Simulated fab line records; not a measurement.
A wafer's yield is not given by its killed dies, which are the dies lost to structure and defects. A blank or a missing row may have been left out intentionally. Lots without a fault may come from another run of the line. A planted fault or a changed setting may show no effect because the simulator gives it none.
Matching of chambers -- flow n5_finfet -- rie_diel-03 running N5_BEOL_M8_STRIP_19: 4 sister chambers
The step strips in O2. 4 wafers are shown with their chamber, then 8 later ones without.

## WAFERS PAIRED WITH THEIR CHAMBERS
wafer,chamber,showerhead_plenum_p_Torr (Torr)
L086.1,2,2.03
L087.1,1,2.08
L087.4,0,2.17
L085.3,3,2.01

## WAFERS MISSING THEIR CHAMBER
wafer,showerhead_plenum_p_Torr (Torr)
L085.5,2.03
L085.6,2.08
L091.1,2.03
L091.4,2.17
L091.6,2.17
L096.3,2.02
L096.4,2.00
L096.5,2.00

## WHICH CHAMBER EACH WENT THROUGH
wafer,from the rows above,in truth
L085.5,2,2
L085.6,1,1
L091.1,2,2
L091.4,0,0
L091.6,0,0
L096.3,can't be placed: 2 or 3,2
L096.4,3,3
L096.5,3,3
7 of 8 placed correctly. These rows do not allow placing 1 (true chamber among the candidates in 1). 0 placed wrongly.
How it was worked out, from the rows above alone: a wafer's distance from a chamber is the root of the sum, over the readings, of the square of ((its reading less the chamber's mean) divided by the reading's scatter). The wafer belongs to the nearest chamber; if the next one is less than 2 further off, it can't be placed. The mean given for a chamber averages the wafers shown for that chamber. The scatter (one wafer shown for each chamber): square how far every hidden wafer sits from the nearest shown wafer, average those squares and take the square root.
